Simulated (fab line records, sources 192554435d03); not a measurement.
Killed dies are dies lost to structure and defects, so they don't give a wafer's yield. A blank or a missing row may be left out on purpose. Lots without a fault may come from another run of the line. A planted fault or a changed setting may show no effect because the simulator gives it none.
Split-lot experiment | flow n5_finfet | 7 lots, 21 wafers read, on a route of 1938 steps

THE SPLIT
At N5_BEOL_M5_ETCH_72 (etches underlayer in N2/H2, target depth 6.5 nm, time 5.2 s), the setting bias_w was moved away from the recipe's 150 W on 7 of the 21 wafers read, by -16.7% to +7.4%. The other wafers ran this setting at the recipe's value.

The reading is taken at the split's own step.

THE READING
rf_vpp_V, in V, at N5_BEOL_M5_ETCH_72 (etches underlayer in N2/H2, target depth 6.5 nm, time 5.2 s). Fault-free wafers of this fab line usually give 523.8 V, standard deviation 2.2 V.

wafer  | tool, chamber at the split | bias_w as run, W | against the recipe | rf_vpp_V, V | against lot-mates on the recipe
L074.2 | rie_diel-03, 0             | 161.1            | +7.4%              | 547.3       | +21.5
L074.4 | rie_diel-03, 1             | 161.1            | +7.4%              | 548.1       | +22.3
L074.5 | rie_diel-03, 3             | 150              | recipe             | 525.8       | -
L079.1 | rie_diel-05, 0             | 150              | recipe             | 522.6       | -
L079.2 | rie_diel-05, 3             | 125              | -16.7%             | 463.8       | -60.7
L079.6 | rie_diel-05, 1             | 150              | recipe             | 526.3       | -
L086.2 | rie_diel-03, 2             | 150              | recipe             | 526.7       | -
L086.5 | rie_diel-03, 3             | 150              | recipe             | 524.4       | -
L086.6 | rie_diel-03, 2             | 150              | recipe             | 525.4       | -
L088.2 | rie_diel-05, 3             | 150              | recipe             | 520.6       | -
L088.4 | rie_diel-05, 2             | 150              | recipe             | 524.8       | -
L088.6 | rie_diel-05, 0             | 150              | recipe             | 525.1       | -
L087.1 | rie_diel-05, 1             | 150              | recipe             | 525.7       | -
L087.3 | rie_diel-05, 3             | 150              | recipe             | 519.5       | -
L087.4 | rie_diel-05, 2             | 160.4            | +6.9%              | 547.6       | +25.0
L090.3 | rie_diel-05, 2             | 150              | recipe             | 525.8       | -
L090.5 | rie_diel-05, 2             | 142.4            | -5.1%              | 508.6       | -17.2
L090.6 | rie_diel-05, 1             | 142.4            | -5.1%              | 511.1       | -14.7
L089.1 | rie_diel-05, 2             | 150              | recipe             | 524.5       | -
L089.3 | rie_diel-05, 0             | 150              | recipe             | 522.5       | -
L089.5 | rie_diel-05, 0             | 140.8            | -6.1%              | 504.8       | -18.7

THE FIT
A straight line over all 21 wafers: rf_vpp_V changes by +3.4 V for each +1% of bias_w; r = +0.99; the points scatter about the line by 2.3 V.
The same after taking each lot's own level away (the mean of its wafers on the recipe; 21 wafers): +3.4 V for each +1%; r = +0.99; scatter 2.2 V.
On that fit, the largest move of bias_w shifts the reading by 57 V.
The lots' own levels span 522.60 to 525.80 V, that is 1.5 times the standard deviation above.
So the lot-to-lot level changes the slope little: the two slopes agree.
Check: with one of the wafers moved furthest among these (-16.7%) left out of the fit, the line predicts -52.2 V for it against its lot-mates. It came out at -60.7 V against them.
Tool readings at the split's step, against how far the setting was moved: rf_vpp_V r = +0.99.

OTHER SPLITS ON THESE WAFERS
These wafers also went through other splits before the reading. Each is held against what the fit with the lots' levels taken away leaves over:
other split on the same wafers | wafers away from the commonest value | r with rf_vpp_V (lot level and that fit taken away)
N5_BEOL_M2_COAT_67 spin_rpm    | 7                                    | +0.07
N5_BEOL_M2_DESCUM_33 time_s    | 7                                    | +0.14
N5_BEOL_M2_VIA_ETCH_34 time_s  | 6                                    | +0.22
N5_BEOL_M3_ETCH_64 time_s      | 6                                    | -0.07
N5_BEOL_M3_COAT_67 spin_rpm    | 7                                    | +0.11

THE FILE'S OWN FIT
rf_vpp_V changes by +3.47 V for each +1% of bias_w, r = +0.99.
